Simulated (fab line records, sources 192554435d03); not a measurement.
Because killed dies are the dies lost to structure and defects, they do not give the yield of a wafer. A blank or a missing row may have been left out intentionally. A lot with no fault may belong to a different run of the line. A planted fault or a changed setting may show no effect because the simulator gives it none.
Chamber matching || flow n5_finfet || N5_BEOL_M1_ALD_84 on ald_metal-04 has 4 sister chambers
The step deposits TaN, pulse time 2 s, purge time 3 s, co reactant purge time 2 s. 4 wafers are shown with their chamber, then 11 later ones without.

## EACH WAFER AND ITS CHAMBER
{"wafer": "L084.5", "chamber": 3, "heater_power_w (W)": 499}
{"wafer": "L086.3", "chamber": 2, "heater_power_w (W)": 498}
{"wafer": "L086.4", "chamber": 1, "heater_power_w (W)": 445}
{"wafer": "L087.2", "chamber": 0, "heater_power_w (W)": 424}

## WAFERS WITH NO CHAMBER GIVEN
{"wafer": "L087.3", "heater_power_w (W)": 488}
{"wafer": "L087.5", "heater_power_w (W)": 420}
{"wafer": "L091.1", "heater_power_w (W)": 439}
{"wafer": "L091.2", "heater_power_w (W)": 490}
{"wafer": "L091.4", "heater_power_w (W)": 499}
{"wafer": "L092.1", "heater_power_w (W)": 450}
{"wafer": "L092.2", "heater_power_w (W)": 423}
{"wafer": "L092.3", "heater_power_w (W)": 486}
{"wafer": "L095.2", "heater_power_w (W)": 494}
{"wafer": "L095.3", "heater_power_w (W)": 453}
{"wafer": "L095.6", "heater_power_w (W)": 444}

## WHICH CHAMBER EACH ONE RAN IN
{"wafer": "L087.3", "from the rows above": "can't be placed: 2 or 3", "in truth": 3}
{"wafer": "L087.5", "from the rows above": 0, "in truth": 0}
{"wafer": "L091.1", "from the rows above": "can't be placed: 1 or 0", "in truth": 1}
{"wafer": "L091.2", "from the rows above": "can't be placed: 2 or 3", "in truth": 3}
{"wafer": "L091.4", "from the rows above": "can't be placed: 3 or 2", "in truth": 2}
{"wafer": "L092.1", "from the rows above": 1, "in truth": 1}
{"wafer": "L092.2", "from the rows above": 0, "in truth": 0}
{"wafer": "L092.3", "from the rows above": "can't be placed: 2 or 3", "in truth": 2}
{"wafer": "L095.2", "from the rows above": "can't be placed: 2 or 3", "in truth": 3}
{"wafer": "L095.3", "from the rows above": 1, "in truth": 1}
{"wafer": "L095.6", "from the rows above": 1, "in truth": 1}
Correctly placed: 5 of 11. From these rows, 6 cannot be placed; in 6 the true chamber is one of the candidates. Wrongly placed: 0.
How it was worked out, from the rows above alone: a wafer's distance from a chamber is the root of the sum, over the readings, of the square of ((its reading less the chamber's mean) divided by the reading's scatter). If the next closest chamber is less than 2 further off than the closest, the wafer can't be placed; otherwise it belongs to the closest. Each chamber's mean is taken over the wafers shown for it. The scatter: with one shown wafer a chamber, the root of the mean of the squares of how far each hidden wafer lies from its nearest shown one.
